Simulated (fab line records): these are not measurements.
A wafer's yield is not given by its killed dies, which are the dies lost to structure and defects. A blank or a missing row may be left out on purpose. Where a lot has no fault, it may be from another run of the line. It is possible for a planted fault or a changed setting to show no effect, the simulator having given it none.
A struck lot beside a sound one	flow nandHarc	20 out of 1302 route steps
Sound: these wafers, L745.1, L745.4, L745.5. Wafers L762.1, L762.4, L762.6 were the ones struck. The cause is named last.
For every step that has rows: the tool of each side, followed by ch and its chambers, followed by its first start. Under that, the readings that differ: sound wafers	struck wafers	difference of the means	sigmas: that difference in standard deviations of wafers without a fault.
alike: words and numbers the same on both sides, and readings whose means are apart by under 2 such deviations; not compared: readings that were withheld, readings missing a value for some wafer, numbers with overlapping values and no deviation given by the record, and bounds like >300 which may hide the same value.
The two part at a step that has a row with sigmas, a row that says differs or no value, or rows on one side only. Non-overlapping numbers with no deviation appear without sigmas and do not part them. A reading missing from all wafers of one side parts the sides only when that side holds two or more wafers.

NHARC_A_ONON_D1_INSPECT_32:
  sound on defectInspect-02, day 8 14:39; struck on defectInspect-01, day 15 16:08
  alike: rawDefectCount
NHARC_A_CHANNEL_HOLE_D1_DEP_00: deposits aC, target thk 3100 nm.
  sound on aclDep-03 ch 0, day 8 14:43; struck on aclDep-02 ch 0, day 15 16:13
reading	sound	struck	difference	sigmas
susceptorTempC (C)	400.23 400.06 400.13	- - -	no value on the struck wafers	
  alike: throttleValvePct
NHARC_A_CHANNEL_HOLE_D1_DEP_01: deposits SiON, target thk 140 nm.
  sound on pecvd-03 ch 1,2, day 8 16:42; struck on pecvd-01 ch 0,1,2, day 15 18:11
  alike: heaterPowerW, susceptorTempC
then, 9 steps without rows for these wafers: NHARC_A_CHANNEL_HOLE_D1_DEHYDRATE_02 (time 120 s); NHARC_A_CHANNEL_HOLE_D1_HMDS_03 (time 30 s); NHARC_A_CHANNEL_HOLE_D1_COAT_36 (time 75 s); NHARC_A_CHANNEL_HOLE_D1_COAT_37 (time 65 s); NHARC_A_CHANNEL_HOLE_D1_COAT_04 (resist thk 90 nm); NHARC_A_CHANNEL_HOLE_D1_SOFTBAKE_05 (time 55 s); NHARC_A_CHANNEL_HOLE_D1_EBR_06; NHARC_A_CHANNEL_HOLE_D1_EXPOSE_07 (exposes mask HOLE D1, target cd 100 nm); NHARC_A_CHANNEL_HOLE_D1_PEB_08 (peb time 65 s).
NHARC_A_CHANNEL_HOLE_D1_DEVELOP_09: develop time 35 s.
  sound on lithoTrack-01 ch 0, day 8 17:00; struck on lithoTrack-01 ch 0, day 15 18:00
NHARC_A_CHANNEL_HOLE_D1_CD_MEAS_10: the cd target is 100 nm.
  sound on cdSem-02 ch 0, day 8 17:22; struck on cdSem-01 ch 0, day 15 18:50
reading	sound	struck	difference	sigmas
cdNm (nm)	99.8 100.1 99.8	101.0 101.1 100.7	+1.0	+2
NHARC_A_CHANNEL_HOLE_D1_OVL_MEAS_11:
  sound on overlay-02, day 8 17:27; struck on overlay-01, day 15 18:56
  alike: overlayXNm, overlayYNm
NHARC_A_CHANNEL_HOLE_D1_INSPECT_12:
  sound on defectInspect-01, day 8 17:29; struck on defectInspect-02, day 15 18:58
  alike: rawDefectCount
NHARC_A_CHANNEL_HOLE_D1_DESCUM_15: chemistry O2, time 3 s.
  sound on rieDiel-10 ch 1,3, day 8 17:34; struck on rieDiel-10 ch 1,3, day 15 19:02
reading	sound	struck	difference	sigmas
model.A_CHANNEL_HOLE_D1.cdNm (nm)	99.05 99.65 99.08	101.1 101.3 100.1	+1.6	
  alike: drypumpMotorCurrentA, o2FlowSccm, oesProductAu, rfVppV, showerheadPlenumPTorr, throttleValvePct
  not compared: rfHoursCounterH
NHARC_A_CHANNEL_HOLE_D1_ETCH_38: etches the open film in CF4, target depth 39 nm, time 65 s.
  sound on rieDiel-10 ch 0,3, day 8 17:40; struck on rieDiel-10 ch 0,1,2, day 15 19:07
reading	sound	struck	difference	sigmas
model.A_CHANNEL_HOLE_D1.cdNm (nm)	99.04 99.48 99.15	100.7 101.5 100.2	+1.6	
  alike: biasW, drypumpMotorCurrentA, oesProductAu, rfVppV, showerheadPlenumPTorr, throttleValvePct
  not compared: rfHoursCounterH
NHARC_A_CHANNEL_HOLE_D1_ETCH_39: etches the open film in N2/H2, target depth 260 nm, time 325 s.
  sound: rieDiel-10 ch 0,3; struck: rieDiel-10 ch 1,2,3
  alike: biasW, drypumpMotorCurrentA, n2FlowSccm, oesProductAu, rfVppV, showerheadPlenumPTorr, throttleValvePct
  not compared: rfHoursCounterH
NHARC_END_SORT_01:
  the record has rows for the sound wafers here (prober-02 ch 0, day 24 12:29) and none for the struck ones

== WHERE THEY PART ==
Last at NHARC_END_SORT_01 as far as this record goes, first at NHARC_A_CHANNEL_HOLE_D1_DEP_00.

WHY: whatever the simulator had introduced
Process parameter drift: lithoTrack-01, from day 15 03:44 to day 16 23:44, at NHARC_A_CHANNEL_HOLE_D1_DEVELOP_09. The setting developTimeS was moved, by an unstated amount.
